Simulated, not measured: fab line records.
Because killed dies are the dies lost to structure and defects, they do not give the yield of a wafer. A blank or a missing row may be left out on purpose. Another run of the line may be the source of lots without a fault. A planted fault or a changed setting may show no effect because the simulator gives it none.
The same fault as seen by 2 desks / flow n5 finfet / each desk has only its own numbers; what lay behind them comes last

## FOR THE TOOL OWNER'S DESK: rie diel-02
The tool's own readings at N5_BEOL_M0_SAQP_ETCH_73 (etches SiARC in CF4, target depth 19.5 nm, time 32.5 s): means of the sampled wafers that have a number, for each lot that ran on this tool. Any lot whose mean is over 4 standard deviations away from the usual mean is out of limits and marked OUT; that distance is given in the brackets.
Columns: A = drypump motor current A at N5_BEOL_M0_SAQP_ETCH_73, usual 5.6 A; B = etch rf on time s at N5_BEOL_M0_SAQP_ETCH_73, usual 32.5 s; C = oes product au at N5_BEOL_M0_SAQP_ETCH_73, usual 0.67 a.u.; D = rf vpp V at N5_BEOL_M0_SAQP_ETCH_73, usual 184.2 V; E = showerhead plenum p Torr at N5_BEOL_M0_SAQP_ETCH_73, usual 2.16 Torr; F = throttle valve pct at N5_BEOL_M0_SAQP_ETCH_73, usual 15.57 %
lot=L931; first seen here=day 6 11:02; A=5.7; B=32.5; C=0.74; D=185.1; E=2.23; F=15.32
lot=L939; first seen here=day 8 20:01; A=5.6; B=32.6; C=0.69; D=184.9; E=2.20; F=15.50
lot=L945; first seen here=day 9 20:13; A=5.5; B=19.2 (-29) OUT; C=0.99 (+4.7) OUT; D=184.3; E=2.19; F=15.39
lot=L946; first seen here=day 10 08:31; A=5.5; B=18.9 (-29) OUT; C=0.99 (+4.7) OUT; D=184.9; E=2.19; F=15.40
This desk's finding: out of limits on L945, L946; first on L945, day 9 20:13 (etch rf on time s at N5_BEOL_M0_SAQP_ETCH_73). In limits: L931, L939.

## THE METROLOGY DESK
Means of the sampled wafers that have a number, per lot and without regard to the tool the lot ran on: this is what the gauges read. Any lot whose mean is over 4 standard deviations away from the usual mean is out of limits and marked OUT; that distance is given in the brackets. Readings shown: 7 of its 10, picked as those furthest out on some lot.
Columns: A = DIBL_N at N5_BEOL_M4_RC_MEAS_101, usual 36.4 mV/V; B = IOFF_P at N5_BEOL_M4_RC_MEAS_101, usual 0.211 nA/um; C = ION_N at N5_BEOL_M4_RC_MEAS_101, usual 671 uA/um; D = ION_P at N5_BEOL_M4_RC_MEAS_101, usual 462 uA/um; E = SS_N at N5_BEOL_M4_RC_MEAS_101, usual 71.5 mV/dec; F = VT_N at N5_BEOL_M4_RC_MEAS_101, usual 250.1 mV; G = VT_P at N5_BEOL_M4_RC_MEAS_101, usual -250.1 mV
lot=L931; first seen here=day 8 18:28; A=36.8; B=0.203; C=669; D=458; E=71.5; F=253.1; G=-251.4
lot=L934; first seen here=day 9 15:51; A=35.8; B=0.197; C=669; D=460; E=71.4; F=251.1; G=-251.8
lot=L935; first seen here=day 9 16:14; A=36.8; B=0.232; C=675; D=464; E=71.6; F=248.4; G=-246.8
lot=L937; first seen here=day 10 08:18; A=37.5; B=0.202; C=675; D=460; E=71.3; F=250.3; G=-249.2
lot=L938; first seen here=day 10 14:41; A=34.4; B=0.221; C=668; D=462; E=71.5; F=250.9; G=-248.6
lot=L939; first seen here=day 10 21:17; A=37.5; B=0.197; C=667; D=455; E=71.7; F=251.7; G=-252.4
lot=L945; first seen here=day 12 04:40; A=37.4; B=0.219; C=668; D=460; E=72.1; F=250.0; G=-249.6
lot=L946; first seen here=day 12 13:58; A=35.6; B=0.219; C=672; D=465; E=71.2; F=250.0; G=-248.7
lot=L951; first seen here=day 13 20:34; A=37.5; B=0.175; C=680; D=457; E=71.6; F=248.1; G=-256.7
This desk's verdict: no lot among the 9 shows anything out of limits.

## PUT TOGETHER
The tool owner's desk could have raised an alarm at day 9 20:13, on L945, L946.
The metrology desk saw nothing out of limits.
The metrology desk holds a record of L945, L946, inside its limits.
The lots listed all ran N5_BEOL_M0_SAQP_ETCH_73 on rie diel-02.

## WHAT THE SIMULATOR HAD PUT IN
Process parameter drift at N5_BEOL_M0_SAQP_ETCH_73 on rie diel-02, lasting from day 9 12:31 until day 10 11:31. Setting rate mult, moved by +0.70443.
Shown lots that were struck: L945, L946.
Each desk's first reading out of limits, in hours after the fault started: the tool owner's desk, 8.
